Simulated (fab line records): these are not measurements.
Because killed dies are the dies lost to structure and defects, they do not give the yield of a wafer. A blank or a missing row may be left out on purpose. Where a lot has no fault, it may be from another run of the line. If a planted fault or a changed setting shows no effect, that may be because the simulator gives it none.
What tool caused it?    flow nand_harc    72 wafers from 24 lots sampled at 4 of the route's 1302 steps

## WHAT THE GAUGES READ, wafer by wafer
NHARC_P_BONDPAD_CD_MEAS_13.
lot   measured      on         cd_nm (nm)
L074  day 6 10:26   cd_sem-01  499.9 499.2 496.6
L075  day 7 01:50   cd_sem-03  502.0 500.3 497.1
L076  day 7 05:15   cd_sem-02  500.1 499.8 501.2
L077  day 7 20:23   cd_sem-02  498.2 498.7 499.2
L078  day 8 05:44   cd_sem-02  498.8 502.6 497.5
L079  day 8 15:49   cd_sem-02  500.7 499.9 498.3
L080  day 9 06:22   cd_sem-01  497.7 501.1 500.6
L081  day 9 20:34   cd_sem-01  497.4 498.5 500.7
L082  day 9 23:52   cd_sem-02  501.7 500.1 500.1
L083  day 10 14:43  cd_sem-03  498.6 495.0 494.6
L085  day 11 06:28  cd_sem-01  497.5 501.0 497.3
L084  day 11 05:58  cd_sem-01  497.8 499.5 495.8
L086  day 11 16:31  cd_sem-03  498.8 500.0 499.8
L088  day 12 13:13  cd_sem-02  502.5 500.6 498.4
L087  day 12 14:14  cd_sem-02  499.1 499.1 504.5
L089  day 13 01:31  cd_sem-02  499.8 499.4 500.5
L090  day 13 08:18  cd_sem-02  499.4 499.8 501.4
L091  day 13 19:26  cd_sem-02  496.8 497.3 498.1
L092  day 14 08:11  cd_sem-03  502.2 501.5 498.5
L093  day 14 08:20  cd_sem-02  501.6 498.4 497.4
L094  day 14 17:51  cd_sem-03  500.7 504.5 500.0
L095  day 15 07:06  cd_sem-01  499.1 497.1 497.7
L096  day 15 21:27  cd_sem-03  501.2 500.4 499.5
L097  day 16 05:23  cd_sem-02  496.3 499.7 498.1

NHARC_P_BONDPAD_INSPECT_23.
lot   measured      on                 raw_defect_count
L074  day 6 12:41   defect_inspect-01  237 304 192
L075  day 7 04:05   defect_inspect-02  330 220 195
L076  day 7 07:31   defect_inspect-02  303 407 439
L077  day 7 23:07   defect_inspect-02  268 547 445
L078  day 8 08:00   defect_inspect-01  307 316 323
L079  day 8 18:07   defect_inspect-02  231 163 298
L080  day 9 08:37   defect_inspect-02  354 278 265
L081  day 9 22:47   defect_inspect-01  434 424 400
L082  day 10 02:07  defect_inspect-01  250 304 359
L083  day 10 16:58  defect_inspect-01  479 676 453
L085  day 11 08:49  defect_inspect-01  510 398 489
L084  day 11 08:13  defect_inspect-01  434 364 318
L086  day 11 18:46  defect_inspect-01  246 396 365
L088  day 12 15:28  defect_inspect-01  344 238 542
L087  day 12 16:29  defect_inspect-01  299 190 471
L089  day 13 03:49  defect_inspect-02  239 330 239
L090  day 13 10:37  defect_inspect-01  438 233 468
L091  day 13 21:41  defect_inspect-01  171 248 240
L092  day 14 10:26  defect_inspect-01  349 526 360
L093  day 14 10:43  defect_inspect-02  178 226 153
L094  day 14 20:05  defect_inspect-02  591 606 427
L095  day 15 09:22  defect_inspect-02  196 276 210
L096  day 15 23:41  defect_inspect-02  273 205 366
L097  day 16 07:38  defect_inspect-02  250 221 344

## WHICH TOOL RAN EACH LOT (tool, then ch and the chambers of the sampled wafers, then the start)
lot   NHARC_P_M2_PVD_21                        NHARC_P_BONDPAD_ETCH_24
L074  pvd_sputter-03, day 6 10:26 or earlier   rie_diel-02 ch 1,2,3, day 6 12:41 or earlier
L075  pvd_sputter-03, day 7 01:50 or earlier   rie_diel-13 ch 2,3, day 7 04:05 or earlier
L076  pvd_sputter-02, day 7 05:15 or earlier   rie_diel-07 ch 1,3, day 7 07:31 or earlier
L077  pvd_sputter-03, day 7 20:23 or earlier   rie_diel-07 ch 0,2,3, day 7 23:07 or earlier
L078  pvd_sputter-02, day 8 02:03              rie_diel-07 ch 0,2,3, day 8 08:00 or earlier
L079  pvd_sputter-02, day 8 15:49 or earlier   rie_diel-13 ch 0,2,3, day 8 18:07 or earlier
L080  pvd_sputter-01, day 9 06:22 or earlier   rie_diel-07 ch 0,1,2, day 9 08:37 or earlier
L081  pvd_sputter-02, day 9 20:34 or earlier   rie_diel-07 ch 1,2, day 9 22:47 or earlier
L082  pvd_sputter-02, day 9 23:52 or earlier   rie_diel-13 ch 1,2,3, day 10 02:07 or earlier
L083  pvd_sputter-03, day 10 14:43 or earlier  rie_diel-02 ch 1,2,3, day 10 16:58 or earlier
L085  pvd_sputter-02, day 11 06:28 or earlier  rie_diel-13 ch 0,1,3, day 11 08:49 or earlier
L084  pvd_sputter-03, day 11 05:58 or earlier  rie_diel-13 ch 0,2,3, day 11 08:13 or earlier
L086  pvd_sputter-03, day 11 16:31 or earlier  rie_diel-13 ch 0,3, day 11 18:46 or earlier
L088  pvd_sputter-02, day 12 13:13 or earlier  rie_diel-13 ch 1,2,3, day 12 15:28 or earlier
L087  pvd_sputter-03, day 12 14:14 or earlier  rie_diel-13 ch 0,3, day 12 16:29 or earlier
L089  pvd_sputter-01, day 13 01:31 or earlier  rie_diel-13 ch 1,2, day 13 03:49 or earlier
L090  pvd_sputter-03, day 13 08:18 or earlier  rie_diel-02 ch 2,3, day 13 10:37 or earlier
L091  pvd_sputter-01, day 13 19:26 or earlier  rie_diel-13 ch 2,3, day 13 21:41 or earlier
L092  pvd_sputter-03, day 14 08:11 or earlier  rie_diel-13 ch 1,2,3, day 14 10:26 or earlier
L093  pvd_sputter-01, day 14 08:20 or earlier  rie_diel-07 ch 0,1,3, day 14 10:43 or earlier
L094  pvd_sputter-02, day 14 17:51 or earlier  rie_diel-02 ch 0,1,2, day 14 20:05 or earlier
L095  pvd_sputter-02, day 15 07:06 or earlier  rie_diel-02 ch 0,1,2, day 15 09:22 or earlier
L096  pvd_sputter-01, day 15 21:27 or earlier  rie_diel-13 ch 0,3, day 15 23:41 or earlier
L097  pvd_sputter-01, day 16 05:23 or earlier  rie_diel-02 ch 1,2, day 16 07:38 or earlier
- NHARC_P_M2_PVD_21: deposits Cu, target thk 30 nm, time 20.49 s.
- NHARC_P_BONDPAD_ETCH_24: etches the open film in CF4/N2, target depth 30 nm, time 72.99 s.

## WHAT THE TOOLS THEMSELVES READ (means of the sampled wafers that have a number; where no wafer has one, the mark that the record gives instead)
NHARC_P_M2_PVD_21.
lot   tool            throttle_valve_pct (%)
L074  pvd_sputter-03  29.3
L075  pvd_sputter-03  29.2
L076  pvd_sputter-02  30.7
L077  pvd_sputter-03  29.0
L078  pvd_sputter-02  29.5
L079  pvd_sputter-02  29.9
L080  pvd_sputter-01  29.3
L081  pvd_sputter-02  30.9
L082  pvd_sputter-02  29.3
L083  pvd_sputter-03  30.0
L085  pvd_sputter-02  29.8
L084  pvd_sputter-03  30.0
L086  pvd_sputter-03  29.5
L088  pvd_sputter-02  30.1
L087  pvd_sputter-03  29.7
L089  pvd_sputter-01  29.8
L090  pvd_sputter-03  30.0
L091  pvd_sputter-01  29.8
L092  pvd_sputter-03  29.8
L093  pvd_sputter-01  30.4
L094  pvd_sputter-02  31.0
L095  pvd_sputter-02  30.6
L096  pvd_sputter-01  29.6
L097  pvd_sputter-01  30.0

NHARC_P_BONDPAD_ETCH_24.
lot   tool         cf4_flow_sccm (sccm)  drypump_motor_current_A (A)  oes_product_au (a.u.)  rf_vpp_V (V)  showerhead_plenum_p_Torr (Torr)  throttle_valve_pct (%)
L074  rie_diel-02  49.96                 5.7                          1.004                  313.1         2.56                             19.806
L075  rie_diel-13  49.99                 6.1                          1.016                  312.6         2.55                             19.792
L076  rie_diel-07  50.00                 6.1                          0.999                  315.5         2.71                             19.792
L077  rie_diel-07  50.07                 5.6                          0.997                  312.1         2.55                             19.795
L078  rie_diel-07  49.96                 5.6                          1.006                  313.1         2.55                             19.803
L079  rie_diel-13  50.07                 6.0                          1.007                  313.9         2.60                             19.796
L080  rie_diel-07  49.92                 5.8                          0.993                  315.1         2.66                             19.792
L081  rie_diel-07  49.96                 5.6                          0.999                  316.0         2.69                             19.792
L082  rie_diel-13  50.01                 6.1                          1.018                  313.6         2.61                             19.799
L083  rie_diel-02  50.07                 5.7                          0.999                  313.2         2.56                             19.795
L085  rie_diel-13  49.89                 6.0                          1.010                  314.8         2.65                             19.791
L084  rie_diel-13  49.89                 6.0                          0.998                  313.6         2.59                             19.796
L086  rie_diel-13  50.09                 6.4                          1.010                  314.4         2.64                             19.799
L088  rie_diel-13  49.96                 6.1                          1.009                  313.4         2.60                             19.792
L087  rie_diel-13  49.90                 5.9                          1.013                  314.5         2.64                             19.798
L089  rie_diel-13  49.98                 5.8                          1.018                  313.5         2.62                             19.799
L090  rie_diel-02  50.04                 5.5                          0.997                  313.3         2.59                             19.799
L091  rie_diel-13  50.06                 6.1                          1.015                  312.8         2.55                             19.790
L092  rie_diel-13  49.98                 6.1                          1.021                  314.0         2.60                             19.789
L093  rie_diel-07  49.91                 6.0                          0.996                  313.0         2.61                             19.790
L094  rie_diel-02  50.05                 5.7                          0.998                  313.6         2.58                             19.797
L095  rie_diel-02  49.98                 5.6                          0.997                  313.8         2.58                             19.795
L096  rie_diel-13  49.84                 6.4                          1.014                  313.7         2.63                             19.793
L097  rie_diel-02  50.22                 5.9                          0.989                  312.0         2.50                             19.796

## THE ANSWER, worked out from the rows above alone
Rule: what is usual is taken from the lots themselves. Put in order of their means at a reading, lots are off if they are a third of the lots or fewer, leave a main group of 4 or more, and stand apart from it by a gap of 3 or more times the standard deviation of the main group's means; of several such gaps the widest counts. A main group whose means are all the same, to the digits that the tables above print for the reading, isn't used. A lot without any number at a reading at which 4 lots or more have one is off too. Where the step has rows for the other lots, those lots are counted as sound. Order of review: gauges by route order, followed by the tools' own readings, for which a lot's mean as printed above is used. The first step at which some lot is off is used, and at that step the reading that is off furthest; a lot without a number counts as furthest.
Across all readings shown, no lot is off: no conclusion can be drawn from this.

## WHAT THE SIMULATOR PUT IN
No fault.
